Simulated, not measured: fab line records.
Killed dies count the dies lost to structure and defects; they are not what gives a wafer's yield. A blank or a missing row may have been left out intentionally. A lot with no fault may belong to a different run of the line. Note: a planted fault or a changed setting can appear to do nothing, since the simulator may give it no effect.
Split-lot study + flow n5-finfet + 21 wafers read from 7 lots, route of 1938 steps

ON THE SPLIT
At N5_BEOL_M7_PECVD_70 (deposits SiO2 from TEOS/O2, target thk 20 nm, time 22.7 s), the setting time-s was moved away from the recipe's 22.7 s on 9 of the 21 wafers read, by -12.2% to -4.8%. All remaining wafers had this setting at the recipe value.

FROM THE SPLIT TO THE READING: what the file shows between them, 10 steps
- N5_BEOL_M7_COAT_05: resist thk 90 nm (also split here: spin-rpm)
- N5_BEOL_M7_EBR_07
- N5_BEOL_M7_SOFTBAKE_06: time 60 s
- N5_BEOL_M7_EXPOSE_08: exposes mask M7
- N5_BEOL_M7_PEB_09: peb time 60 s
- N5_BEOL_M7_DEVELOP_10: develop time 30 s
- N5_BEOL_M7_DESCUM_16: chemistry O2, time 7.9 s
- N5_BEOL_M7_ETCH_61: etches SiARC in CF4, target depth 45.5 nm, time 75.8 s
- N5_BEOL_M7_ETCH_62: etches SOC in N2/H2, target depth 110 nm, overetch 22 nm, time 165 s
- N5_BEOL_M7_STRIP_80: strips in N2/H2, time 10 s

THE READING
SiO2_of_BEOL_M7_PECVD_70.thk-nm (the simulator's own value, which no gauge read), in nm, at N5_BEOL_M7_HM_STRIP_39 (strips TiN in peroxide tin strip, target depth 25 nm, time 158 s). The file does not state a usual value for it. The 12 wafers here that ran the recipe average 19.7 nm, standard deviation 0.22 nm.

| wafer  | tool, chamber at the split | time-s as run, s | against the recipe | SiO2_of_BEOL_M7_PECVD_70.thk-nm, nm | against lot-mates on the recipe |
|--------|----------------------------|------------------|--------------------|-------------------------------------|---------------------------------|
| L080.2 | pecvd-03, 0                | 21.6             | -4.8%              | 18.2                                | -1.8                            |
| L080.3 | pecvd-03, 1                | 21.6             | -4.8%              | 19.2                                | -0.8                            |
| L080.4 | pecvd-03, 2                | 22.7             | recipe             | 20                                  | -                               |
| L078.2 | pecvd-03, 0                | 22.7             | recipe             | 19.2                                | -                               |
| L078.4 | pecvd-03, 1                | 21.41            | -5.7%              | 19.4                                | +0.2                            |
| L078.5 | pecvd-03, 2                | 21.41            | -5.7%              | 19                                  | -0.2                            |
| L083.1 | pecvd-04, 1                | 21.27            | -6.3%              | 18.4                                | -1.4                            |
| L083.3 | pecvd-04, 2                | 22.7             | recipe             | 19.8                                | -                               |
| L083.6 | pecvd-04, 1                | 21.27            | -6.3%              | 18.6                                | -1.2                            |
| L086.1 | pecvd-01, 2,1,2            | 22.7             | recipe             | 19.6                                | -                               |
| L086.5 | pecvd-01, 2,1,2            | 22.7             | recipe             | 19.6                                | -                               |
| L086.6 | pecvd-01, 2,1,2            | 22.7             | recipe             | 19.8                                | -                               |
| L089.1 | pecvd-01, 1                | 22.7             | recipe             | 19.6                                | -                               |
| L089.3 | pecvd-01, 2                | 19.94            | -12.2%             | 17.2                                | -2.5                            |
| L089.6 | pecvd-01, 1                | 22.7             | recipe             | 19.8                                | -                               |
| L094.2 | pecvd-01, 0                | 22.7             | recipe             | 19.8                                | -                               |
| L094.4 | pecvd-01, 0                | 21.32            | -6.1%              | 19.2                                | -0.6                            |
| L094.6 | pecvd-01, 2                | 21.32            | -6.1%              | 18.6                                | -1.2                            |
| L092.2 | pecvd-04, 2,0              | 22.7             | recipe             | 20                                  | -                               |
| L092.6 | pecvd-04, 2,0              | 22.7             | recipe             | 20                                  | -                               |
| L092.3 | pecvd-04, 1                | 22.7             | recipe             | 19.6                                | -                               |
If several chambers appear in one row, that row covers several wafers at once and the file leaves open which wafer was in which chamber.

FIT RESULTS
A straight line over all 21 wafers: SiO2_of_BEOL_M7_PECVD_70.thk-nm changes by +0.18 nm for each +1% of time-s; r = +0.89; the points scatter about the line by 0.34 nm.
The same after taking each lot's own level away (the mean of its wafers on the recipe; 21 wafers): +0.175 nm for each +1%; r = +0.83; scatter 0.43 nm.
According to that fit, moving time-s by its largest amount changes the reading by 2.1 nm.
Measured against the standard deviation above, the lots' own levels, which go from 19.20 to 20.00 nm, span 3.6 times it.
Hence the lot-to-lot level has little effect on the slope; both slopes agree.
Check: for one of the wafers moved furthest among these (-12.2%), held out of the fit, the line's prediction against its lot-mates is -1.82 nm. Against them it came out at -2.5 nm.

FURTHER SPLITS ON THESE WAFERS
Other splits were also applied to these wafers ahead of the reading. Each is held against what the fit with the lots' levels taken away leaves over:
| other split on the same wafers | wafers away from the commonest value | r with SiO2_of_BEOL_M7_PECVD_70.thk-nm (lot level and that fit taken away) |
|--------------------------------|--------------------------------------|----------------------------------------------------------------------------|
| N5_BEOL_M6_EXPOSE_25 dose-mj   | 4                                    | +0.14                                                                      |
| N5_BEOL_M7_COAT_05 spin-rpm    | 6                                    | +0.06                                                                      |

THE WHOLE CHAIN: every reading that the file lists as answering this split, in the file's order
| step                   | what it does                                                     | reading                                                                          | change (the file's fit)               | r (the file's) |
|------------------------|------------------------------------------------------------------|----------------------------------------------------------------------------------|---------------------------------------|----------------|
| N5_BEOL_M7_PECVD_70    | deposits SiO2 from TEOS/O2, target thk 20 nm, time 22.7 s        | SiO2_of_BEOL_M7_PECVD_70.thk-nm (the simulator's own value, which no gauge read) | +0.191 nm for each +1% of the setting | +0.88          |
| N5_BEOL_M7_HM_STRIP_39 | strips TiN in peroxide tin strip, target depth 25 nm, time 158 s | SiO2_of_BEOL_M7_PECVD_70.thk-nm (the simulator's own value, which no gauge read) | +0.18 nm for each +1% of the setting  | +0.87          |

FILE'S OWN FIT
SiO2_of_BEOL_M7_PECVD_70.thk-nm changes by +0.18 nm for each +1% of time-s, r = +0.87.
